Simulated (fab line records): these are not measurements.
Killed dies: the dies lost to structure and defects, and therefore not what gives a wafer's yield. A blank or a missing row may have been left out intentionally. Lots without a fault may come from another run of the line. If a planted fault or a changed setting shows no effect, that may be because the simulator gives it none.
What tool caused it? || flow nandHarc || 12 lots with 36 wafers sampled at 3 steps, on a route of 1159 steps

== WHAT EACH GAUGE READ, for each wafer ==
NHARC_A_BLC_CD_MEAS_10: target cd 100 nm.
{"lot": "L074", "measured": "day 17 22:31", "on": "cdSem-03", "cdNm (nm)": "99.8 100.5 99.7"}
{"lot": "L078", "measured": "day 18 04:46", "on": "cdSem-02", "cdNm (nm)": "99.3 99.3 99.2"}
{"lot": "L079", "measured": "day 18 17:11", "on": "cdSem-03", "cdNm (nm)": "99.6 99.6 100.1"}
{"lot": "L081", "measured": "day 19 02:14", "on": "cdSem-02", "cdNm (nm)": "101.2 99.7 100.8"}
{"lot": "L084", "measured": "day 19 16:10", "on": "cdSem-01", "cdNm (nm)": "100.0 100.1 99.9"}
{"lot": "L087", "measured": "day 20 00:54", "on": "cdSem-02", "cdNm (nm)": "100.9 100.3 100.6"}
{"lot": "L085", "measured": "day 20 12:47", "on": "cdSem-02", "cdNm (nm)": "100.4 99.8 99.9"}
{"lot": "L089", "measured": "day 20 21:11", "on": "cdSem-02", "cdNm (nm)": "99.7 100.6 99.7"}
{"lot": "L092", "measured": "day 21 13:51", "on": "cdSem-02", "cdNm (nm)": "100.0 100.3 99.6"}
{"lot": "L094", "measured": "day 22 00:35", "on": "cdSem-01", "cdNm (nm)": "100.1 100.1 100.0"}
{"lot": "L095", "measured": "day 22 05:37", "on": "cdSem-03", "cdNm (nm)": "99.8 99.9 100.2"}
{"lot": "L097", "measured": "day 22 18:37", "on": "cdSem-01", "cdNm (nm)": "100.8 100.1 100.0"}

== EACH LOT AND THE TOOL THAT RAN IT (in order: tool; ch and the chambers of the sampled wafers; start) ==
{"lot": "L074", "NHARC_A_CONTACT_ETCH_139": "harCapEtch-03 ch 0,1, day 17 08:55", "NHARC_A_CONTACT_STRIP_26": "rieDiel-13 ch 0,2, day 17 22:31 or earlier"}
{"lot": "L078", "NHARC_A_CONTACT_ETCH_139": "harCapEtch-03 ch 0,1, day 18 01:17", "NHARC_A_CONTACT_STRIP_26": "rieDiel-13 ch 1,2,3, day 18 04:46 or earlier"}
{"lot": "L079", "NHARC_A_CONTACT_ETCH_139": "harCapEtch-02 ch 0,1, day 18 10:33", "NHARC_A_CONTACT_STRIP_26": "rieDiel-11 ch 0,2,3, day 18 17:11 or earlier"}
{"lot": "L081", "NHARC_A_CONTACT_ETCH_139": "harCapEtch-02 ch 0,1, day 18 18:37", "NHARC_A_CONTACT_STRIP_26": "rieDiel-13 ch 0,2, day 19 02:14 or earlier"}
{"lot": "L084", "NHARC_A_CONTACT_ETCH_139": "harCapEtch-02 ch 0,1, day 19 10:51", "NHARC_A_CONTACT_STRIP_26": "rieDiel-11 ch 0,1,3, day 19 16:10 or earlier"}
{"lot": "L087", "NHARC_A_CONTACT_ETCH_139": "harCapEtch-03 ch 0,1, day 19 21:19", "NHARC_A_CONTACT_STRIP_26": "rieDiel-11 ch 0,2,3, day 20 00:54 or earlier"}
{"lot": "L085", "NHARC_A_CONTACT_ETCH_139": "harCapEtch-01 ch 0,1, day 20 06:32", "NHARC_A_CONTACT_STRIP_26": "rieDiel-13 ch 0,3, day 20 12:47 or earlier"}
{"lot": "L089", "NHARC_A_CONTACT_ETCH_139": "harCapEtch-01 ch 1, day 20 17:47", "NHARC_A_CONTACT_STRIP_26": "rieDiel-09 ch 0,1,2, day 20 21:11 or earlier"}
{"lot": "L092", "NHARC_A_CONTACT_ETCH_139": "harCapEtch-02 ch 0,1, day 21 06:55", "NHARC_A_CONTACT_STRIP_26": "rieDiel-13 ch 2,3, day 21 13:51 or earlier"}
{"lot": "L094", "NHARC_A_CONTACT_ETCH_139": "harCapEtch-02 ch 1, day 21 20:11", "NHARC_A_CONTACT_STRIP_26": "rieDiel-13 ch 2,3, day 22 00:35 or earlier"}
{"lot": "L095", "NHARC_A_CONTACT_ETCH_139": "harCapEtch-02 ch 0,1, day 22 02:04", "NHARC_A_CONTACT_STRIP_26": "rieDiel-13 ch 0,2, day 22 05:37 or earlier"}
{"lot": "L097", "NHARC_A_CONTACT_ETCH_139": "harCapEtch-03 ch 0,1, day 22 12:10", "NHARC_A_CONTACT_STRIP_26": "rieDiel-13 ch 0,2,3, day 22 18:37 or earlier"}
- NHARC_A_CONTACT_ETCH_139: etches the open film in C4F8/O2/Ar, time 137 s, target depth 590 nm.
- NHARC_A_CONTACT_STRIP_26: strips in O2.

== THE ANSWER, worked out from the rows above alone ==
Rule: what is usual is taken from the lots themselves. The widest of any qualifying gaps counts: lots, ordered by their means at a reading, are off when they make up no more than a third of the lots, leave a main group of 4 or more, and stand apart from it by 3 or more times the standard deviation of that group's means. Not used: any main group whose means are identical at the precision the tables above print for the reading. Also off: a lot with no number at a reading for which 4 or more lots have one. The other lots that the step has rows for count as sound.
Across all readings shown, no lot is off: no conclusion can be drawn from this.

== WHAT THE SIMULATOR HAD INSERTED ==
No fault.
